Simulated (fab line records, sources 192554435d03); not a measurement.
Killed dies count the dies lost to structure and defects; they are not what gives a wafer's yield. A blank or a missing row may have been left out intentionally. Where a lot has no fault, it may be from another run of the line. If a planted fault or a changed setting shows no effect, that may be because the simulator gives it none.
Which tool was responsible? || flow n5Finfet || 12 lots, 36 wafers sampled, at 2 steps of a route of 1938

## WHAT THE GAUGES READ, wafer by wafer
N5_ILD0_THK_MEAS_08.
{"lot": "L075", "measured": "day 4 01:07", "on": "filmMetro-01", "thkNm (nm)": "136.4 137.9 138.4"}
{"lot": "L077", "measured": "day 4 14:34", "on": "filmMetro-02", "thkNm (nm)": "135.9 138.0 137.3"}
{"lot": "L079", "measured": "day 4 21:32", "on": "filmMetro-01", "thkNm (nm)": "138.9 138.8 134.8"}
{"lot": "L081", "measured": "day 5 06:26", "on": "filmMetro-01", "thkNm (nm)": "139.6 139.1 139.3"}
{"lot": "L083", "measured": "day 5 21:07", "on": "filmMetro-01", "thkNm (nm)": "138.1 136.3 139.0"}
{"lot": "L085", "measured": "day 6 14:59", "on": "filmMetro-01", "thkNm (nm)": "137.6 138.5 135.7"}
{"lot": "L087", "measured": "day 6 21:40", "on": "filmMetro-01", "thkNm (nm)": "139.3 139.5 136.4"}
{"lot": "L089", "measured": "day 7 08:58", "on": "filmMetro-02", "thkNm (nm)": "138.7 139.1 138.0"}
{"lot": "L091", "measured": "day 7 18:15", "on": "filmMetro-01", "thkNm (nm)": "138.3 134.4 136.3"}
{"lot": "L093", "measured": "day 8 08:47", "on": "filmMetro-01", "thkNm (nm)": "139.2 137.7 140.6"}
{"lot": "L095", "measured": "day 8 22:07", "on": "filmMetro-01", "thkNm (nm)": "141.0 137.9 141.1"}
{"lot": "L097", "measured": "day 9 08:55", "on": "filmMetro-02", "thkNm (nm)": "138.5 135.0 135.5"}

## WHAT TOOL EACH LOT RAN ON (gives the tool, then ch and the chambers of the sampled wafers, and finally the start)
{"lot": "L075", "N5_ILD0_LINER_00": "aldSin-04 ch 0,1,2, day 3 22:07"}
{"lot": "L077", "N5_ILD0_LINER_00": "aldSin-04 ch 1,2,3, day 4 11:35"}
{"lot": "L079", "N5_ILD0_LINER_00": "aldSin-03 ch 0,1,3, day 4 18:34"}
{"lot": "L081", "N5_ILD0_LINER_00": "aldSin-03 ch 1,3, day 5 03:26"}
{"lot": "L083", "N5_ILD0_LINER_00": "aldSin-02 ch 0,1,2, day 5 18:08"}
{"lot": "L085", "N5_ILD0_LINER_00": "aldSin-02 ch 1,2, day 6 11:58"}
{"lot": "L087", "N5_ILD0_LINER_00": "aldSin-03 ch 1,2,3, day 6 18:41"}
{"lot": "L089", "N5_ILD0_LINER_00": "aldSin-03 ch 1,2, day 7 05:53"}
{"lot": "L091", "N5_ILD0_LINER_00": "aldSin-04 ch 1,2,3, day 7 15:16"}
{"lot": "L093", "N5_ILD0_LINER_00": "aldSin-04 ch 1,2,3, day 8 05:48"}
{"lot": "L095", "N5_ILD0_LINER_00": "aldSin-03 ch 0,1,3, day 8 18:14"}
{"lot": "L097", "N5_ILD0_LINER_00": "aldSin-03 ch 1,2, day 9 05:56"}
- N5_ILD0_LINER_00: material SiNx, target thk 4 nm, pulse time 1 s, purge time 2 s.

## THE ANSWER, worked out from the rows above alone
Rule: what is usual is taken from the lots themselves. Put in order of their means at a reading, lots are off if they are a third of the lots or fewer, leave a main group of 4 or more, and stand apart from it by a gap of 3 or more times the standard deviation of the main group's means; of several such gaps the widest counts. A main group is skipped when, at the precision printed for the reading in the tables above, its means are all equal. A lot without any number at a reading at which 4 lots or more have one is off too. The other lots that the step has rows for count as sound.
No lot is off on any of the readings shown, so nothing can be concluded from this.

## WHAT THE SIMULATOR HAD PUT IN
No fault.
